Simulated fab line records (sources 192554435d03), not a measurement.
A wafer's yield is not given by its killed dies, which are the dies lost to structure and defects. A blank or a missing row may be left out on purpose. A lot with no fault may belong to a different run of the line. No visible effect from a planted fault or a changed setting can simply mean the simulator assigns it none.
Chamber matching || flow n5Finfet || N5_BEOL_M4_CMP_52 on cmp-03: 4 sister chambers
The step polishes, stops on SiOC, t overpolish 6.8 s, target thk 40 nm. 27 wafers are shown with their chamber, then 12 later ones without.

WAFERS PAIRED WITH THEIR CHAMBERS
{"wafer": "L076.2", "chamber": 3, "clearingPlatenDownForcePsi (psi)": 1.5001, "motorCurrentA (A)": 5.5, "timeToEndpointS (s)": 65.3}
{"wafer": "L076.3", "chamber": 0, "clearingPlatenDownForcePsi (psi)": 1.5013, "motorCurrentA (A)": 5.9, "timeToEndpointS (s)": 62.4}
{"wafer": "L076.6", "chamber": 2, "clearingPlatenDownForcePsi (psi)": 1.5003, "motorCurrentA (A)": 5.4, "timeToEndpointS (s)": 63.3}
{"wafer": "L074.1", "chamber": 2, "clearingPlatenDownForcePsi (psi)": 1.5006, "motorCurrentA (A)": 5.4, "timeToEndpointS (s)": 65.7}
{"wafer": "L074.3", "chamber": 0, "clearingPlatenDownForcePsi (psi)": 1.4993, "motorCurrentA (A)": 5.7, "timeToEndpointS (s)": 60.4}
{"wafer": "L074.5", "chamber": 0, "clearingPlatenDownForcePsi (psi)": 1.5046, "motorCurrentA (A)": 5.7, "timeToEndpointS (s)": 62.2}
{"wafer": "L077.2", "chamber": 1, "clearingPlatenDownForcePsi (psi)": 1.4989, "motorCurrentA (A)": 5.4, "timeToEndpointS (s)": 63.6}
{"wafer": "L077.3", "chamber": 0, "clearingPlatenDownForcePsi (psi)": 1.5009, "motorCurrentA (A)": 5.5, "timeToEndpointS (s)": 62.9}
{"wafer": "L077.4", "chamber": 3, "clearingPlatenDownForcePsi (psi)": 1.5033, "motorCurrentA (A)": 5.6, "timeToEndpointS (s)": 66.9}
{"wafer": "L078.1", "chamber": 2, "clearingPlatenDownForcePsi (psi)": 1.5030, "motorCurrentA (A)": 5.4, "timeToEndpointS (s)": 65.3}
{"wafer": "L078.3", "chamber": 0, "clearingPlatenDownForcePsi (psi)": 1.4987, "motorCurrentA (A)": 5.7, "timeToEndpointS (s)": 63.8}
{"wafer": "L078.6", "chamber": 2, "clearingPlatenDownForcePsi (psi)": 1.5024, "motorCurrentA (A)": 5.8, "timeToEndpointS (s)": 63.3}
{"wafer": "L079.2", "chamber": 1, "clearingPlatenDownForcePsi (psi)": 1.5003, "motorCurrentA (A)": 5.5, "timeToEndpointS (s)": 64.1}
{"wafer": "L079.3", "chamber": 3, "clearingPlatenDownForcePsi (psi)": 1.5048, "motorCurrentA (A)": 5.5, "timeToEndpointS (s)": 66.5}
{"wafer": "L079.5", "chamber": 1, "clearingPlatenDownForcePsi (psi)": 1.4987, "motorCurrentA (A)": 5.8, "timeToEndpointS (s)": 63.3}
{"wafer": "L084.3", "chamber": 2, "clearingPlatenDownForcePsi (psi)": 1.5020, "motorCurrentA (A)": 5.5, "timeToEndpointS (s)": 59.1}
{"wafer": "L084.4", "chamber": 1, "clearingPlatenDownForcePsi (psi)": 1.5000, "motorCurrentA (A)": 5.5, "timeToEndpointS (s)": 55.9}
{"wafer": "L084.6", "chamber": 3, "clearingPlatenDownForcePsi (psi)": 1.5003, "motorCurrentA (A)": 5.9, "timeToEndpointS (s)": 63.0}
{"wafer": "L087.1", "chamber": 0, "clearingPlatenDownForcePsi (psi)": 1.4953, "motorCurrentA (A)": 6.2, "timeToEndpointS (s)": 58.8}
{"wafer": "L087.4", "chamber": 1, "clearingPlatenDownForcePsi (psi)": 1.4965, "motorCurrentA (A)": 5.3, "timeToEndpointS (s)": 59.6}
{"wafer": "L087.5", "chamber": 0, "clearingPlatenDownForcePsi (psi)": 1.4981, "motorCurrentA (A)": 5.3, "timeToEndpointS (s)": 60.3}
{"wafer": "L086.1", "chamber": 3, "clearingPlatenDownForcePsi (psi)": 1.4986, "motorCurrentA (A)": 5.7, "timeToEndpointS (s)": 58.5}
{"wafer": "L086.4", "chamber": 0, "clearingPlatenDownForcePsi (psi)": 1.4945, "motorCurrentA (A)": 5.7, "timeToEndpointS (s)": 57.0}
{"wafer": "L086.5", "chamber": 3, "clearingPlatenDownForcePsi (psi)": 1.5024, "motorCurrentA (A)": 5.7, "timeToEndpointS (s)": 60.5}
{"wafer": "L085.3", "chamber": 0, "clearingPlatenDownForcePsi (psi)": 1.5023, "motorCurrentA (A)": 5.7, "timeToEndpointS (s)": 60.9}
{"wafer": "L085.5", "chamber": 3, "clearingPlatenDownForcePsi (psi)": 1.4967, "motorCurrentA (A)": 5.8, "timeToEndpointS (s)": 64.8}
{"wafer": "L085.6", "chamber": 0, "clearingPlatenDownForcePsi (psi)": 1.4952, "motorCurrentA (A)": 5.5, "timeToEndpointS (s)": 57.1}

SIGNATURES, as means of the wafers listed above
{"reading": "clearingPlatenDownForcePsi", "chamber 0": 1.499020, "chamber 1": 1.498880, "chamber 2": 1.501660, "chamber 3": 1.500886, "scatter within a chamber": 0.00265}
{"reading": "motorCurrentA", "chamber 0": 5.690, "chamber 1": 5.500, "chamber 2": 5.500, "chamber 3": 5.671, "scatter within a chamber": 0.2}
{"reading": "timeToEndpointS", "chamber 0": 60.580, "chamber 1": 61.300, "chamber 2": 63.340, "chamber 3": 63.643, "scatter within a chamber": 2.85}
Rule: distance of a wafer from a chamber = root of the sum over the readings of ((wafer's reading minus chamber's mean) / reading's scatter) squared. If the next closest chamber is less than 2 further off than the closest, the wafer can't be placed; otherwise it belongs to the closest. The scatter: take each reading less its chamber's mean, square it, sum over the shown wafers, divide by the number of wafers less the number of chambers, and take the root.

WAFERS MISSING THEIR CHAMBER
{"wafer": "L089.2", "clearingPlatenDownForcePsi (psi)": 1.4993, "motorCurrentA (A)": 5.2, "timeToEndpointS (s)": 60.2}
{"wafer": "L089.3", "clearingPlatenDownForcePsi (psi)": 1.5002, "motorCurrentA (A)": 5.6, "timeToEndpointS (s)": 59.1}
{"wafer": "L089.5", "clearingPlatenDownForcePsi (psi)": 1.4997, "motorCurrentA (A)": 5.9, "timeToEndpointS (s)": 62.9}
{"wafer": "L088.3", "clearingPlatenDownForcePsi (psi)": 1.5009, "motorCurrentA (A)": 5.5, "timeToEndpointS (s)": 61.7}
{"wafer": "L088.5", "clearingPlatenDownForcePsi (psi)": 1.5007, "motorCurrentA (A)": 5.6, "timeToEndpointS (s)": 62.9}
{"wafer": "L088.6", "clearingPlatenDownForcePsi (psi)": 1.5015, "motorCurrentA (A)": 5.3, "timeToEndpointS (s)": 61.4}
{"wafer": "L094.3", "clearingPlatenDownForcePsi (psi)": 1.5028, "motorCurrentA (A)": 5.5, "timeToEndpointS (s)": 66.8}
{"wafer": "L094.5", "clearingPlatenDownForcePsi (psi)": 1.4987, "motorCurrentA (A)": 5.4, "timeToEndpointS (s)": 68.7}
{"wafer": "L094.6", "clearingPlatenDownForcePsi (psi)": 1.5014, "motorCurrentA (A)": 5.4, "timeToEndpointS (s)": 68.0}
{"wafer": "L095.2", "clearingPlatenDownForcePsi (psi)": 1.4988, "motorCurrentA (A)": 5.4, "timeToEndpointS (s)": 63.0}
{"wafer": "L095.4", "clearingPlatenDownForcePsi (psi)": 1.5025, "motorCurrentA (A)": 5.8, "timeToEndpointS (s)": 64.8}
{"wafer": "L095.5", "clearingPlatenDownForcePsi (psi)": 1.4989, "motorCurrentA (A)": 5.5, "timeToEndpointS (s)": 62.1}

WHICH CHAMBER EACH ONE RAN IN
{"wafer": "L089.2", "from the rows above": "can't be placed: 1 or 2 or 0 or 3", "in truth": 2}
{"wafer": "L089.3", "from the rows above": "can't be placed: 0 or 1 or 3 or 2", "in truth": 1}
{"wafer": "L089.5", "from the rows above": "can't be placed: 3 or 0 or 1 or 2", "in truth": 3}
{"wafer": "L088.3", "from the rows above": "can't be placed: 2 or 1 or 3 or 0", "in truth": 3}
{"wafer": "L088.5", "from the rows above": "can't be placed: 3 or 2 or 1 or 0", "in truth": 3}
{"wafer": "L088.6", "from the rows above": "can't be placed: 2 or 1 or 3 or 0", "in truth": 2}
{"wafer": "L094.3", "from the rows above": "can't be placed: 2 or 3 or 1 or 0", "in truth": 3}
{"wafer": "L094.5", "from the rows above": "can't be placed: 2 or 3 or 1 or 0", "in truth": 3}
{"wafer": "L094.6", "from the rows above": "can't be placed: 2 or 3 or 1 or 0", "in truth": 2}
{"wafer": "L095.2", "from the rows above": "can't be placed: 1 or 2 or 3 or 0", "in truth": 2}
{"wafer": "L095.4", "from the rows above": "can't be placed: 3 or 2 or 0 or 1", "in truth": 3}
{"wafer": "L095.5", "from the rows above": "can't be placed: 1 or 0 or 2 or 3", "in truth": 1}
Placed correctly: 0 of 12. Can't be placed from these rows: 12 (the true chamber is among the candidates in 12). 0 placed wrongly.
